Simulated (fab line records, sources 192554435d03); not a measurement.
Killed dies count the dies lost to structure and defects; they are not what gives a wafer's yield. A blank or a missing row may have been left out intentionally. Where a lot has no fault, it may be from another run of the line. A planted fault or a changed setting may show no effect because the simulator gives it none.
Chamber matching :: flow n5 finfet :: N5_ZERO_LAYER_PECVD_02 on pecvd-02: 3 sister chambers
The step deposits SiO2 from SiH4/N2O, target thk 10 nm, time 6 s. 14 wafers are shown with their chamber, then 7 later ones without.

## WAFERS PAIRED WITH THEIR CHAMBERS
wafer: L075.2
chamber: 0
showerhead plenum p Torr (Torr): 8.18
showerhead vpp V (V): 1066
heater power w (W): 833

wafer: L075.4
chamber: 0
showerhead plenum p Torr (Torr): 8.16
showerhead vpp V (V): 1042
heater power w (W): 837

wafer: L075.5
chamber: 0
showerhead plenum p Torr (Torr): 8.14
showerhead vpp V (V): 1035
heater power w (W): 814

wafer: L076.4
chamber: 0
showerhead plenum p Torr (Torr): 8.18
showerhead vpp V (V): 1020
heater power w (W): 858

wafer: L076.5
chamber: 2
showerhead plenum p Torr (Torr): 8.00
showerhead vpp V (V): 1084
heater power w (W): 744

wafer: L076.6
chamber: 1
showerhead plenum p Torr (Torr): 8.11
showerhead vpp V (V): 959
heater power w (W): 655

wafer: L080.3
chamber: 1
showerhead plenum p Torr (Torr): 8.10
showerhead vpp V (V): 967
heater power w (W): 708

wafer: L080.4
chamber: 0
showerhead plenum p Torr (Torr): 8.16
showerhead vpp V (V): 1069
heater power w (W): 870

wafer: L080.5
chamber: 2
showerhead plenum p Torr (Torr): 8.01
showerhead vpp V (V): 1065
heater power w (W): 747

wafer: L081.1
chamber: 2
showerhead plenum p Torr (Torr): 8.00
showerhead vpp V (V): 1089
heater power w (W): 758

wafer: L081.2
chamber: 1
showerhead plenum p Torr (Torr): 8.12
showerhead vpp V (V): 971
heater power w (W): 640

wafer: L081.4
chamber: 2
showerhead plenum p Torr (Torr): 8.01
showerhead vpp V (V): 1081
heater power w (W): 774

wafer: L091.1
chamber: 0
showerhead plenum p Torr (Torr): 8.18
showerhead vpp V (V): 1062
heater power w (W): 850

wafer: L091.2
chamber: 2
showerhead plenum p Torr (Torr): 8.01
showerhead vpp V (V): 1065
heater power w (W): 664

SIGNATURES (averages over the wafers above)
reading: showerhead plenum p Torr
chamber 0: 8.1667
chamber 1: 8.1100
chamber 2: 8.0060
scatter within a chamber: 0.0123

reading: showerhead vpp V
chamber 0: 1049.00
chamber 1: 965.67
chamber 2: 1076.80
scatter within a chamber: 15.1

reading: heater power w
chamber 0: 843.67
chamber 1: 667.67
chamber 2: 737.40
scatter within a chamber: 32.8
Rule: distance of a wafer from a chamber = root of the sum over the readings of ((wafer's reading minus chamber's mean) / reading's scatter) squared. The wafer belongs to the nearest chamber; if the next one is less than 2 further off, it can't be placed. The scatter: take each reading less its chamber's mean, square it, sum over the shown wafers, divide by the number of wafers less the number of chambers, and take the root.

## WAFERS WITH NO CHAMBER GIVEN
wafer: L091.3
showerhead plenum p Torr (Torr): 8.12
showerhead vpp V (V): 974
heater power w (W): 597

wafer: L092.1
showerhead plenum p Torr (Torr): 7.98
showerhead vpp V (V): 1068
heater power w (W): 695

wafer: L092.2
showerhead plenum p Torr (Torr): 8.13
showerhead vpp V (V): 970
heater power w (W): 690

wafer: L092.5
showerhead plenum p Torr (Torr): 7.99
showerhead vpp V (V): 1079
heater power w (W): 694

wafer: L096.3
showerhead plenum p Torr (Torr): 8.02
showerhead vpp V (V): 1059
heater power w (W): 743

wafer: L096.4
showerhead plenum p Torr (Torr): 8.12
showerhead vpp V (V): 968
heater power w (W): 668

wafer: L096.6
showerhead plenum p Torr (Torr): 8.01
showerhead vpp V (V): 1075
heater power w (W): 745

## CHAMBER TAKEN BY EACH
wafer: L091.3
from the rows above: 1
in truth: 1

wafer: L092.1
from the rows above: 2
in truth: 2

wafer: L092.2
from the rows above: 1
in truth: 1

wafer: L092.5
from the rows above: 2
in truth: 2

wafer: L096.3
from the rows above: 2
in truth: 2

wafer: L096.4
from the rows above: 1
in truth: 1

wafer: L096.6
from the rows above: 2
in truth: 2
Correct placement for 7 of the 7. Number that these rows cannot place: 0. Wrongly placed: 0.
